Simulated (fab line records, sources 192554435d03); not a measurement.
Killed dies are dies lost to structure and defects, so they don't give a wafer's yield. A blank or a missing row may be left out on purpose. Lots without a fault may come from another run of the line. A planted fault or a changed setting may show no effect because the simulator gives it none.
Chamber matching | flow n5_finfet | N5_HKMG_FIN_STRIP_92 on rie_diel-06: 4 sister chambers
The step strips SOC in N2/H2, time 20 s. 4 wafers are shown with their chamber, then 8 later ones without.

WAFERS WITH THEIR CHAMBER
wafer  | chamber | drypump_motor_current_A (A)
L084.3 | 3       | 5.4
L084.5 | 2       | 6.3
L086.3 | 1       | 6.6
L090.1 | 0       | 5.8

WAFERS WITHOUT THEIR CHAMBER
wafer  | drypump_motor_current_A (A)
L090.3 | 5.4
L090.5 | 5.7
L094.1 | 5.7
L094.5 | 6.6
L094.6 | 5.7
L097.1 | 6.6
L097.2 | 5.4
L097.3 | 6.3

WHICH CHAMBER EACH WENT THROUGH
wafer  | from the rows above | in truth
L090.3 | 3                   | 3
L090.5 | 0                   | 0
L094.1 | 0                   | 0
L094.5 | 1                   | 1
L094.6 | 0                   | 0
L097.1 | 1                   | 1
L097.2 | 3                   | 3
L097.3 | 2                   | 2
Placed correctly: 8 of 8. Can't be placed from these rows: 0. Placed wrongly: 0.
How it was worked out, from the rows above alone: a wafer's distance from a chamber is the root of the sum, over the readings, of the square of ((its reading less the chamber's mean) divided by the reading's scatter). The wafer belongs to the nearest chamber; if the next one is less than 2 further off, it can't be placed. A chamber's mean is the mean of its shown wafers. The scatter: with one shown wafer a chamber, the root of the mean of the squares of how far each hidden wafer lies from its nearest shown one.
